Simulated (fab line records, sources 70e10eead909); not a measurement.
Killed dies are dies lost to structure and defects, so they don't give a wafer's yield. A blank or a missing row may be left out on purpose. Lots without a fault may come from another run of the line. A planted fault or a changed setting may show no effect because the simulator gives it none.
Chamber matching | flow nand_harc | NHARC_A_STAIRCASE_ETCHBACK_422 on rie_diel-01: 4 sister chambers
The step etches the open film in CH3F/O2, target depth 40 nm, time 74.286 s. 8 wafers are shown with their chamber, then 9 later ones without.

WAFERS WITH THEIR CHAMBER
wafer  | chamber | showerhead_plenum_p_Torr (Torr) | drypump_motor_current_A (A)
L084.4 | 1       | 2.31                            | 5.5
L086.1 | 2       | 2.48                            | 4.8
L086.2 | 3       | 2.56                            | 5.1
L091.2 | 3       | 2.55                            | 5.2
L091.6 | 0       | 2.54                            | 5.8
L093.2 | 1       | 2.31                            | 5.5
L093.3 | 0       | 2.54                            | 5.8
L093.4 | 2       | 2.48                            | 4.8

WAFERS WITHOUT THEIR CHAMBER
wafer  | showerhead_plenum_p_Torr (Torr) | drypump_motor_current_A (A)
L094.4 | 2.55                            | 5.1
L094.5 | 2.31                            | 5.5
L094.6 | 2.54                            | 5.8
L095.2 | 2.31                            | 5.5
L095.5 | 2.48                            | 4.8
L095.6 | 2.31                            | 5.5
L097.3 | 2.30                            | 5.5
L097.4 | 2.54                            | 5.8
L097.6 | 2.54                            | 5.8

WHICH CHAMBER EACH WENT THROUGH
wafer  | from the rows above | in truth
L094.4 | 3                   | 3
L094.5 | 1                   | 1
L094.6 | 0                   | 0
L095.2 | 1                   | 1
L095.5 | 2                   | 2
L095.6 | 1                   | 1
L097.3 | 1                   | 1
L097.4 | 0                   | 0
L097.6 | 0                   | 0
Placed correctly: 9 of 9. Can't be placed from these rows: 0. Placed wrongly: 0.
How it was worked out, from the rows above alone: a wafer's distance from a chamber is the root of the sum, over the readings, of the square of ((its reading less the chamber's mean) divided by the reading's scatter). The wafer belongs to the nearest chamber; if the next one is less than 2 further off, it can't be placed. A chamber's mean is the mean of its shown wafers. The scatter: the root of (the sum of the squares of (reading less its chamber's mean) over the shown wafers, divided by (wafers less chambers)).
